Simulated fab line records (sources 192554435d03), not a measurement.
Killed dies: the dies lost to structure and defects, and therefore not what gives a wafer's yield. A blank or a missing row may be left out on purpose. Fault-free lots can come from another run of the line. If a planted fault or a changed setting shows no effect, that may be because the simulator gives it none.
Which tool is to blame? | flow n5-finfet | Sampling: 14 lots, 42 wafers, 7 of 1938 route steps

## WHAT EACH GAUGE READ, for each wafer
N5_BEOL_M11_CD_MEAS_18: pitch 140 nm, target cd 70 nm. Usual: 70.0 nm for cd-nm, sd 0.48.
lot  | measured     | on        | cd-nm (nm)     | flag
L583 | day 10 05:50 | cd-sem-01 | 70.6 70.1 70.2 |
L585 | day 10 11:49 | cd-sem-02 | 69.2 68.6 69.2 |
L586 | day 11 03:14 | cd-sem-01 | 69.7 70.1 69.8 |
L587 | day 11 15:01 | cd-sem-01 | 70.3 69.9 69.4 |
L588 | day 11 19:30 | cd-sem-01 | 71.0 70.3 70.7 |
L589 | day 12 00:11 | cd-sem-01 | 71.3 70.6 70.1 |
L590 | day 12 12:49 | cd-sem-02 | 70.1 69.9 69.6 |
L591 | day 12 15:37 | cd-sem-01 | 69.9 70.2 69.9 |
L592 | day 12 20:01 | cd-sem-01 | 70.8 70.8 69.9 |
L595 | day 12 21:35 | cd-sem-01 | 69.8 69.3 69.6 |
L593 | day 13 03:42 | cd-sem-03 | 69.4 69.2 70.3 |
L594 | day 13 05:02 | cd-sem-01 | 69.3 69.5 69.8 |
L598 | day 14 00:52 | cd-sem-02 | - - -          | OFF
L597 | day 14 01:01 | cd-sem-01 | - - -          | OFF

## WHAT TOOL EACH LOT RAN ON (gives the tool, then ch and the chambers of the sampled wafers, and finally the start)
lot  | N5_BEOL_M10_STRIP_36               | N5_BEOL_M10_DEGAS_44         | N5_BEOL_M11_DESCUM_16              | N5_BEOL_M11_ETCH_61                | N5_BEOL_M11_ETCH_62                | N5_BEOL_M11_HM_OPEN_17
L583 | rie-diel-06 ch 2,3, day 10 01:04   | pvd-sputter-01, day 10 01:55 | rie-diel-03 ch 0,1,3, day 10 05:17 | rie-diel-03 ch 0,1,3, day 10 05:19 | rie-diel-03 ch 0,1,3, day 10 05:22 | rie-metal-02 ch 1, day 10 05:34
L585 | rie-diel-06 ch 0,2,3, day 10 06:55 | pvd-sputter-03, day 10 07:58 | rie-diel-03 ch 1,2,3, day 10 11:16 | rie-diel-03 ch 1,2,3, day 10 11:17 | rie-diel-03 ch 1,2,3, day 10 11:20 | rie-metal-03 ch 1, day 10 11:34
L586 | rie-diel-04 ch 0,1,3, day 10 21:10 | pvd-sputter-01, day 10 23:13 | rie-diel-01 ch 0,3, day 11 02:47   | rie-diel-01 ch 0,3, day 11 02:49   | rie-diel-01 ch 0,3, day 11 02:52   | rie-metal-01 ch 0,1, day 11 03:05
L587 | rie-diel-04 ch 1,2, day 11 07:26   | pvd-sputter-03, day 11 08:31 | rie-diel-03 ch 0,3, day 11 14:28   | rie-diel-03 ch 0,3, day 11 14:30   | rie-diel-03 ch 0,3, day 11 14:33   | rie-metal-01 ch 0,1, day 11 14:44
L588 | rie-diel-04 ch 1,2, day 11 13:19   | pvd-sputter-03, day 11 14:09 | rie-diel-01 ch 0,3, day 11 19:03   | rie-diel-01 ch 0,3, day 11 19:05   | rie-diel-01 ch 0,3, day 11 19:08   | rie-metal-02 ch 0,1, day 11 19:19
L589 | rie-diel-02 ch 0,1,3, day 11 16:08 | pvd-sputter-02, day 11 17:20 | rie-diel-01 ch 1,2,3, day 11 23:44 | rie-diel-01 ch 1,2,3, day 11 23:46 | rie-diel-01 ch 1,2,3, day 11 23:49 | rie-metal-02 ch 1, day 12 00:00
L590 | rie-diel-06 ch 0,2,3, day 12 07:13 | pvd-sputter-03, day 12 08:04 | rie-diel-03 ch 0,1,3, day 12 12:22 | rie-diel-03 ch 0,1,3, day 12 12:25 | rie-diel-03 ch 0,1,3, day 12 12:30 | rie-metal-02 ch 0,1, day 12 12:39
L591 | rie-diel-04 ch 0,2, day 12 07:25   | pvd-sputter-02, day 12 08:32 | rie-diel-01 ch 0,1,2, day 12 15:04 | rie-diel-01 ch 0,1,2, day 12 15:06 | rie-diel-01 ch 0,1,2, day 12 15:09 | rie-metal-03 ch 0,1, day 12 15:20
L592 | rie-diel-04 ch 0,1,3, day 12 13:38 | pvd-sputter-03, day 12 14:32 | rie-diel-01 ch 0,1,2, day 12 19:01 | rie-diel-01 ch 0,1,2, day 12 19:02 | rie-diel-01 ch 0,1,2, day 12 19:05 | rie-metal-02 ch 0,1, day 12 19:17
L595 | rie-diel-02 ch 1,2,3, day 12 15:34 | pvd-sputter-03, day 12 16:21 | rie-diel-03 ch 0,1,2, day 12 21:01 | rie-diel-03 ch 0,1,2, day 12 21:03 | rie-diel-03 ch 0,1,2, day 12 21:06 | rie-metal-03 ch 0,1, day 12 21:18
L593 | rie-diel-04 ch 0,2,3, day 12 22:29 | pvd-sputter-03, day 12 23:22 | rie-diel-03 ch 0,1,2, day 13 03:13 | rie-diel-03 ch 0,1,2, day 13 03:16 | rie-diel-03 ch 0,1,2, day 13 03:19 | rie-metal-03 ch 0,1, day 13 03:29
L594 | rie-diel-04 ch 0,3, day 12 22:57   | pvd-sputter-02, day 12 23:47 | rie-diel-03 ch 0,1,3, day 13 04:10 | rie-diel-03 ch 0,1,3, day 13 04:11 | rie-diel-03 ch 0,1,3, day 13 04:14 | rie-metal-03 ch 0,1, day 13 04:26
L598 | rie-diel-04 ch 0,1,2, day 13 17:16 | pvd-sputter-01, day 13 18:02 | rie-diel-01 ch 2,3, day 14 00:24   | rie-diel-01 ch 2,3, day 14 00:26   | rie-diel-01 ch 2,3, day 14 00:29   | rie-metal-03 ch 0,1, day 14 00:42
L597 | rie-diel-06 ch 2,3, day 13 17:31   | pvd-sputter-01, day 13 18:26 | rie-diel-03 ch 0,2,3, day 14 00:34 | rie-diel-03 ch 0,2,3, day 14 00:35 | rie-diel-03 ch 0,2,3, day 14 00:38 | rie-metal-03 ch 0,1, day 14 00:50
- N5_BEOL_M10_STRIP_36: strips in N2/H2.
- N5_BEOL_M10_DEGAS_44: time 60 s.
- N5_BEOL_M11_DESCUM_16: chemistry O2, time 7.9 s.
- N5_BEOL_M11_ETCH_61: etches SiARC in CF4, target depth 39 nm, time 65 s.
- N5_BEOL_M11_ETCH_62: etches SOC in N2/H2, target depth 110 nm, overetch 22 nm, time 165 s.
- N5_BEOL_M11_HM_OPEN_17: chemistry Cl2/BCl3, target TiN, target depth 20 nm, overetch 6 nm.

## AS READ BY THE TOOLS THEMSELVES (means over the sampled wafers that have a number; for cases with no such wafer, the mark the record gives instead)
N5_BEOL_M10_STRIP_36. Usual: drypump-motor-current-A 5.6 A, standard deviation 0.5; oes-product-au 0.81 a.u., standard deviation 0.081; rf-vpp-V 59.4 V, standard deviation 1.9; showerhead-plenum-p-Torr 2.54 Torr, standard deviation 0.063; throttle-valve-pct 23.59 %, standard deviation 0.25.
lot  | tool        | drypump-motor-current-A (A) | oes-product-au (a.u.) | rf-vpp-V (V) | showerhead-plenum-p-Torr (Torr) | throttle-valve-pct (%) | flag
L583 | rie-diel-06 | 5.4                         | 0.75                  | 60.0         | 2.50                            | 23.86                  |
L585 | rie-diel-06 | 5.6                         | 0.74                  | 61.5         | 2.50                            | 23.74                  |
L586 | rie-diel-04 | 5.7                         | 0.77                  | 60.7         | 2.54                            | 23.58                  |
L587 | rie-diel-04 | 5.3                         | 0.80                  | 61.0         | 2.54                            | 23.61                  |
L588 | rie-diel-04 | 5.2                         | 0.80                  | 57.7         | 2.54                            | 23.60                  |
L589 | rie-diel-02 | 5.9                         | 0.88                  | 59.7         | 2.62                            | 23.51                  |
L590 | rie-diel-06 | 5.6                         | 0.84                  | 60.3         | 2.49                            | 23.63                  |
L591 | rie-diel-04 | 5.5                         | 0.82                  | 60.3         | 2.56                            | 23.32                  |
L592 | rie-diel-04 | 5.7                         | 0.74                  | 58.8         | 2.53                            | 23.62                  |
L595 | rie-diel-02 | 5.8                         | 0.83                  | 58.2         | 2.57                            | 23.69                  |
L593 | rie-diel-04 | 5.6                         | 0.80                  | 58.5         | 2.55                            | 23.40                  |
L594 | rie-diel-04 | 6.0                         | 0.77                  | 57.7         | 2.55                            | 23.30                  |
L598 | rie-diel-04 | 5.6                         | 0.76                  | 61.8         | 2.54                            | 23.47                  |
L597 | rie-diel-06 | 5.4                         | 0.90                  | 58.7         | 2.49                            | 23.63                  |

N5_BEOL_M10_DEGAS_44. Usual: 340 W for heater-power-w, sd 39.
lot  | tool           | heater-power-w (W) | flag
L583 | pvd-sputter-01 | 330                |
L585 | pvd-sputter-03 | 321                |
L586 | pvd-sputter-01 | 372                |
L587 | pvd-sputter-03 | 344                |
L588 | pvd-sputter-03 | 314                |
L589 | pvd-sputter-02 | 368                |
L590 | pvd-sputter-03 | 327                |
L591 | pvd-sputter-02 | 373                |
L592 | pvd-sputter-03 | 310                |
L595 | pvd-sputter-03 | 314                |
L593 | pvd-sputter-03 | 333                |
L594 | pvd-sputter-02 | 337                |
L598 | pvd-sputter-01 | 348                |
L597 | pvd-sputter-01 | 339                |

N5_BEOL_M11_DESCUM_16. Usual: drypump-motor-current-A 5.8 A, standard deviation 0.39; oes-product-au 0.79 a.u., standard deviation 0.069; rf-vpp-V 243.1 V, standard deviation 1.1; showerhead-plenum-p-Torr 2.09 Torr, standard deviation 0.053; throttle-valve-pct 20.32 %, standard deviation 0.16.
lot  | tool        | drypump-motor-current-A (A) | oes-product-au (a.u.) | rf-vpp-V (V) | showerhead-plenum-p-Torr (Torr) | throttle-valve-pct (%) | flag
L583 | rie-diel-03 | 6.2                         | 0.80                  | 243.9        | 2.11                            | 20.29                  |
L585 | rie-diel-03 | 5.9                         | 0.78                  | 244.0        | 2.14                            | 20.37                  |
L586 | rie-diel-01 | 5.3                         | 0.88                  | 243.5        | 2.12                            | 20.21                  |
L587 | rie-diel-03 | 6.2                         | 0.84                  | 242.8        | 2.10                            | 20.28                  |
L588 | rie-diel-01 | 5.3                         | 0.87                  | 244.2        | 2.12                            | 20.20                  |
L589 | rie-diel-01 | 5.5                         | 0.86                  | 242.8        | 2.09                            | 20.23                  |
L590 | rie-diel-03 | 6.2                         | 0.78                  | 243.9        | 2.10                            | 20.33                  |
L591 | rie-diel-01 | 5.7                         | 0.78                  | 243.1        | 2.08                            | 20.36                  |
L592 | rie-diel-01 | 5.7                         | 0.79                  | 242.8        | 2.08                            | 20.37                  |
L595 | rie-diel-03 | 6.0                         | 0.73                  | 243.1        | 2.08                            | 20.34                  |
L593 | rie-diel-03 | 5.9                         | 0.72                  | 243.8        | 2.08                            | 20.34                  |
L594 | rie-diel-03 | 6.2                         | 0.77                  | 243.8        | 2.10                            | 20.34                  |
L598 | rie-diel-01 | 5.3                         | 0.86                  | 242.6        | 2.09                            | 20.15                  |
L597 | rie-diel-03 | 6.0                         | 0.76                  | 243.0        | 2.07                            | 20.33                  |

N5_BEOL_M11_ETCH_61. Usual: bias-w 35.98 W, standard deviation 0.11; cf4-flow-sccm 100.03 sccm, standard deviation 0.29; drypump-motor-current-A 5.8 A, standard deviation 0.39; etch-rf-on-time-s 64.9 s, standard deviation 1.1; mfc-ar-sccm 99.97 sccm, standard deviation 0.29; oes-product-au 0.68 a.u., standard deviation 0.061; rf-vpp-V 184.0 V, standard deviation 1.1; showerhead-plenum-p-Torr 2.14 Torr, standard deviation 0.049; throttle-valve-pct 15.51 %, standard deviation 0.15.
lot  | tool        | bias-w (W) | cf4-flow-sccm (sccm) | drypump-motor-current-A (A) | etch-rf-on-time-s (s) | mfc-ar-sccm (sccm) | oes-product-au (a.u.) | rf-vpp-V (V) | showerhead-plenum-p-Torr (Torr) | throttle-valve-pct (%) | flag
L583 | rie-diel-03 | 35.95      | 99.86                | 6.2                         | 65.5                  | 99.69              | 0.68                  | 184.5        | 2.16                            | 15.47                  |
L585 | rie-diel-03 | 35.99      | 100.03               | 5.9                         | 65.2                  | 99.99              | 0.67                  | 184.6        | 2.18                            | 15.54                  |
L586 | rie-diel-01 | 35.95      | 100.02               | 5.3                         | 63.4                  | 100.02             | 0.76                  | 184.5        | 2.17                            | 15.39                  |
L587 | rie-diel-03 | 35.94      | 99.98                | 6.2                         | 65.7                  | 100.16             | 0.71                  | 183.4        | 2.13                            | 15.41                  |
L588 | rie-diel-01 | 35.91      | 100.07               | 5.3                         | 63.6                  | 99.86              | 0.76                  | 184.2        | 2.17                            | 15.39                  |
L589 | rie-diel-01 | 36.03      | 100.21               | 5.5                         | 63.8                  | 100.18             | 0.74                  | 183.9        | 2.14                            | 15.40                  |
L590 | rie-diel-03 | 36.05      | 100.20               | 6.2                         | 65.8                  | 99.80              | 0.66                  | 184.7        | 2.15                            | 15.51                  |
L591 | rie-diel-01 | 36.10      | 99.83                | 5.7                         | 64.6                  | 100.12             | 0.67                  | 183.4        | 2.13                            | 15.53                  |
L592 | rie-diel-01 | 35.99      | 100.20               | 5.7                         | 64.4                  | 99.85              | 0.67                  | 183.4        | 2.12                            | 15.54                  |
L595 | rie-diel-03 | 35.89      | 100.07               | 5.9                         | 65.1                  | 100.20             | 0.63                  | 184.0        | 2.14                            | 15.57                  |
L593 | rie-diel-03 | 35.89      | 100.11               | 6.0                         | 65.3                  | 99.97              | 0.62                  | 183.7        | 2.14                            | 15.58                  |
L594 | rie-diel-03 | 36.03      | 99.98                | 6.2                         | 66.2                  | 99.73              | 0.65                  | 184.1        | 2.15                            | 15.53                  |
L598 | rie-diel-01 | -          | -                    | -                           | -                     | -                  | -                     | -            | -                               | -                      | OFF
L597 | rie-diel-03 | -          | -                    | -                           | -                     | -                  | -                     | -            | -                               | -                      | OFF

N5_BEOL_M11_ETCH_62. Usual: bias-w is 150.1 W with standard deviation 0.47, chamber-pressure-mTorr is 30.00 mTorr with standard deviation 0.03, drypump-motor-current-A is 5.8 A with standard deviation 0.39, oes-product-au is 0.67 a.u. with standard deviation 0.055, rf-vpp-V is 523.9 V with standard deviation 2, showerhead-plenum-p-Torr is 2.54 Torr with standard deviation 0.066, and throttle-valve-pct is 17.72 % with standard deviation 0.19.
lot  | tool        | bias-w (W) | chamber-pressure-mTorr (mTorr) | drypump-motor-current-A (A) | oes-product-au (a.u.) | rf-vpp-V (V) | showerhead-plenum-p-Torr (Torr) | throttle-valve-pct (%) | flag
L583 | rie-diel-03 | 150.1      | 30.00                          | 6.2                         | 0.68                  | 523.8        | 2.56                            | 17.67                  |
L585 | rie-diel-03 | 149.9      | 30.02                          | 6.0                         | 0.66                  | 525.2        | 2.59                            | 17.82                  |
L586 | rie-diel-01 | 150.3      | 29.99                          | 5.3                         | 0.75                  | 525.1        | 2.58                            | 17.65                  |
L587 | rie-diel-03 | 149.8      | 30.02                          | 6.2                         | 0.71                  | 523.8        | 2.54                            | 17.62                  |
L588 | rie-diel-01 | 149.9      | 29.98                          | 5.3                         | 0.74                  | 525.2        | 2.58                            | 17.64                  |
L589 | rie-diel-01 | 150.0      | 30.00                          | 5.5                         | 0.72                  | 523.8        | 2.54                            | 17.57                  |
L590 | rie-diel-03 | 150.5      | 30.02                          | 6.2                         | 0.66                  | 523.9        | 2.55                            | 17.72                  |
L591 | rie-diel-01 | 150.3      | 29.97                          | 5.7                         | 0.67                  | 523.4        | 2.52                            | 17.71                  |
L592 | rie-diel-01 | 150.2      | 29.98                          | 5.7                         | 0.66                  | 523.1        | 2.52                            | 17.71                  |
L595 | rie-diel-03 | 149.8      | 29.98                          | 5.9                         | 0.62                  | 521.8        | 2.54                            | 17.80                  |
L593 | rie-diel-03 | 149.9      | 30.00                          | 5.9                         | 0.63                  | 523.3        | 2.54                            | 17.81                  |
L594 | rie-diel-03 | 150.1      | 30.00                          | 6.2                         | 0.65                  | 524.3        | 2.55                            | 17.72                  |
L598 | rie-diel-01 | 149.9      | 30.00                          | 5.3                         | 0.32                  | 524.5        | 2.54                            | 17.48                  | OFF
L597 | rie-diel-03 | 150.3      | 29.99                          | 5.9                         | 0.29                  | 524.0        | 2.51                            | 17.69                  | OFF

N5_BEOL_M11_HM_OPEN_17. Usual: bias-w 125.9 W, standard deviation 0.38; drypump-motor-current-A 5.99 A, standard deviation 0.22; mfc-ar-sccm 25.00 sccm, standard deviation 0.079; oes-product-au 0.68 a.u., standard deviation 0.094; throttle-valve-pct 22.22 %, standard deviation 0.12.
lot  | tool         | bias-w (W) | drypump-motor-current-A (A) | mfc-ar-sccm (sccm) | oes-product-au (a.u.) | throttle-valve-pct (%) | flag
L583 | rie-metal-02 | 125.4      | 5.82                        | 25.03              | 0.62                  | 22.20                  |
L585 | rie-metal-03 | 125.9      | 6.13                        | 25.03              | 0.70                  | 22.02                  |
L586 | rie-metal-01 | 126.0      | 6.18                        | 25.06              | 0.61                  | 22.20                  |
L587 | rie-metal-01 | 126.3      | 5.95                        | 25.01              | 0.57                  | 22.19                  |
L588 | rie-metal-02 | 125.8      | 5.91                        | 24.88              | 0.68                  | 22.25                  |
L589 | rie-metal-02 | 126.2      | 5.84                        | 24.87              | 0.61                  | 22.22                  |
L590 | rie-metal-02 | 126.0      | 6.01                        | 25.08              | 0.74                  | 22.29                  |
L591 | rie-metal-03 | 125.9      | 6.03                        | 25.02              | 0.74                  | 22.13                  |
L592 | rie-metal-02 | 125.7      | 5.91                        | 24.99              | 0.67                  | 22.26                  |
L595 | rie-metal-03 | 125.8      | 6.02                        | 25.03              | 0.73                  | 22.13                  |
L593 | rie-metal-03 | 125.5      | 6.03                        | 24.99              | 0.72                  | 22.15                  |
L594 | rie-metal-03 | 126.1      | 5.88                        | 24.96              | 0.77                  | 22.25                  |
L598 | rie-metal-03 | 125.8      | 5.99                        | 24.99              | 0.32                  | 22.81                  | OFF
L597 | rie-metal-03 | 126.1      | 6.03                        | 25.00              | 0.31                  | 22.80                  | OFF

## THE ANSWER, worked out from the rows above alone
Rule: a lot counts as off when the mean over its wafers that have a number is more than 3 standard deviations away from the usual mean. A lot without any number at a reading at which 4 lots or more have one is off too. Where the step has rows for the other lots, those lots are counted as sound. After the gauges, taken in route order, come the tools' own readings; for these a lot's mean is taken, as printed above. At the first step where some lot is off, the reading lying furthest off is the one used; lots without a number count as furthest.
Off: L598, L597, at N5_BEOL_M11_CD_MEAS_18 (cd-nm). Without a number there: L598, L597.
If a tool, at a process step before that reading, ran all the lots that are off and no sound lot after the first of them, it fits. Not tried: the gauges at N5_BEOL_M11_CD_MEAS_18; whatever is off there is also off at N5_BEOL_M11_ETCH_61, on other tools, and gauge error can't account for it. Can't be told from this: 2 tools fit, pvd-sputter-01 at N5_BEOL_M10_DEGAS_44, rie-metal-03 at N5_BEOL_M11_HM_OPEN_17.

## WHAT THE SIMULATOR PUT IN
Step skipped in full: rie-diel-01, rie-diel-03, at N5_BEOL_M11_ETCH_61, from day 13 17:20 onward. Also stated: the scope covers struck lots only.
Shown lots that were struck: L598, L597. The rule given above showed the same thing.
